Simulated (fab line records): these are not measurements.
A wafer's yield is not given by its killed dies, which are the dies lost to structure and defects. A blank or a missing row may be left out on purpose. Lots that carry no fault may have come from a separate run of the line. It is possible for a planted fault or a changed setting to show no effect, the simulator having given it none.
Chamber matching :: flow nand-harc :: rie-diel-11 running NHARC_P_M0_DESCUM_14: 4 sister chambers
The step chemistry O2, time 3 s. 8 wafers are shown with their chamber, then 12 later ones without.

== WAFERS PAIRED WITH THEIR CHAMBERS ==
wafer: L082.1
chamber: 0
showerhead-plenum-p-Torr (Torr): 1.77
drypump-motor-current-A (A): 6.01

wafer: L083.4
chamber: 0
showerhead-plenum-p-Torr (Torr): 1.76
drypump-motor-current-A (A): 5.97

wafer: L085.4
chamber: 1
showerhead-plenum-p-Torr (Torr): 1.77
drypump-motor-current-A (A): 5.70

wafer: L086.5
chamber: 2
showerhead-plenum-p-Torr (Torr): 1.83
drypump-motor-current-A (A): 5.69

wafer: L086.6
chamber: 1
showerhead-plenum-p-Torr (Torr): 1.77
drypump-motor-current-A (A): 5.68

wafer: L087.1
chamber: 3
showerhead-plenum-p-Torr (Torr): 1.93
drypump-motor-current-A (A): 5.89

wafer: L087.5
chamber: 2
showerhead-plenum-p-Torr (Torr): 1.83
drypump-motor-current-A (A): 5.67

wafer: L087.6
chamber: 3
showerhead-plenum-p-Torr (Torr): 1.93
drypump-motor-current-A (A): 5.92

== WAFERS MISSING THEIR CHAMBER ==
wafer: L089.2
showerhead-plenum-p-Torr (Torr): 1.83
drypump-motor-current-A (A): 5.66

wafer: L089.5
showerhead-plenum-p-Torr (Torr): 1.83
drypump-motor-current-A (A): 5.69

wafer: L089.6
showerhead-plenum-p-Torr (Torr): 2.08
drypump-motor-current-A (A): 6.00

wafer: L092.2
showerhead-plenum-p-Torr (Torr): 1.82
drypump-motor-current-A (A): 5.68

wafer: L092.3
showerhead-plenum-p-Torr (Torr): 1.92
drypump-motor-current-A (A): 5.91

wafer: L092.4
showerhead-plenum-p-Torr (Torr): 1.77
drypump-motor-current-A (A): 5.70

wafer: L095.2
showerhead-plenum-p-Torr (Torr): 2.07
drypump-motor-current-A (A): 6.01

wafer: L095.5
showerhead-plenum-p-Torr (Torr): 2.07
drypump-motor-current-A (A): 5.97

wafer: L095.6
showerhead-plenum-p-Torr (Torr): 1.92
drypump-motor-current-A (A): 5.91

wafer: L096.1
showerhead-plenum-p-Torr (Torr): 1.77
drypump-motor-current-A (A): 5.69

wafer: L096.3
showerhead-plenum-p-Torr (Torr): 2.07
drypump-motor-current-A (A): 6.03

wafer: L096.6
showerhead-plenum-p-Torr (Torr): 1.92
drypump-motor-current-A (A): 5.90

== WHICH CHAMBER EACH WENT THROUGH ==
wafer: L089.2
from the rows above: 2
in truth: 2

wafer: L089.5
from the rows above: 2
in truth: 2

wafer: L089.6
from the rows above: 3
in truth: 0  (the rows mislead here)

wafer: L092.2
from the rows above: 2
in truth: 2

wafer: L092.3
from the rows above: 3
in truth: 3

wafer: L092.4
from the rows above: 1
in truth: 1

wafer: L095.2
from the rows above: 3
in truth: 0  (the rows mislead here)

wafer: L095.5
from the rows above: 3
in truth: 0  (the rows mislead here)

wafer: L095.6
from the rows above: 3
in truth: 3

wafer: L096.1
from the rows above: 1
in truth: 1

wafer: L096.3
from the rows above: 3
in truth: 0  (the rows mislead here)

wafer: L096.6
from the rows above: 3
in truth: 3
Correctly placed: 8 of 12. Number that these rows cannot place: 0. Placed wrongly: 4.
How it was worked out, from the rows above alone: a wafer's distance from a chamber is the root of the sum, over the readings, of the square of ((its reading less the chamber's mean) divided by the reading's scatter). If the next closest chamber is less than 2 further off than the closest, the wafer can't be placed; otherwise it belongs to the closest. A chamber's mean is the mean of its shown wafers. The scatter: the root of (the sum of the squares of (reading less its chamber's mean) over the shown wafers, divided by (wafers less chambers)).
